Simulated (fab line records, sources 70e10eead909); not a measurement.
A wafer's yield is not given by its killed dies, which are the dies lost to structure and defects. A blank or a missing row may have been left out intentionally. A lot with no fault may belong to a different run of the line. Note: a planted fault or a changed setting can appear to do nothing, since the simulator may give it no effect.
Matching of chambers -- flow nand harc -- ald metal-03 running NHARC_A_WL_FILL_ALD_02: 4 sister chambers
The step deposits TiN, target thk 2 nm, pulse time 3 s, ald cycles 100. 8 wafers are shown with their chamber, then 10 later ones without.

## WAFERS WITH THEIR CHAMBER
wafer,chamber,heater power w (W),precursor pulse height rel
L080.1,2,1134,0.990
L080.6,2,1114,1.014
L085.3,3,1163,1.010
L086.3,0,1147,0.973
L086.4,1,1137,0.973
L086.5,3,1151,0.983
L089.2,1,1131,1.015
L089.3,0,1164,0.980

## WAFERS WITH NO CHAMBER GIVEN
wafer,heater power w (W),precursor pulse height rel
L089.6,1175,0.978
L090.1,1159,1.022
L090.3,1179,0.977
L090.5,1147,0.969
L094.1,1170,1.040
L094.4,1148,0.992
L094.6,1162,0.996
L095.2,1147,0.986
L095.3,1124,1.003
L095.6,1178,0.983

## EACH ONE'S CHAMBER
wafer,from the rows above,in truth
L089.6,can't be placed: 0 or 3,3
L090.1,can't be placed: 3 or 0 or 1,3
L090.3,can't be placed: 0 or 3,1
L090.5,can't be placed: 0 or 3 or 1 or 2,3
L094.1,can't be placed: 3 or 0 or 1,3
L094.4,can't be placed: 3 or 0 or 1 or 2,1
L094.6,can't be placed: 3 or 0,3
L095.2,can't be placed: 0 or 3 or 1 or 2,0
L095.3,can't be placed: 2 or 1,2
L095.6,can't be placed: 3 or 0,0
Correct placement for 0 of the 10. Cannot be placed on the basis of these rows: 10; the candidates contain the true chamber in 9. 0 placed wrongly.
How it was worked out, from the rows above alone: a wafer's distance from a chamber is the root of the sum, over the readings, of the square of ((its reading less the chamber's mean) divided by the reading's scatter). The wafer belongs to the nearest chamber; if the next one is less than 2 further off, it can't be placed. A chamber's mean is the mean of its shown wafers. How the scatter is found: for the shown wafers, subtract from each reading the mean of its chamber, square and add these, divide the total by (wafers less chambers), then take the root.
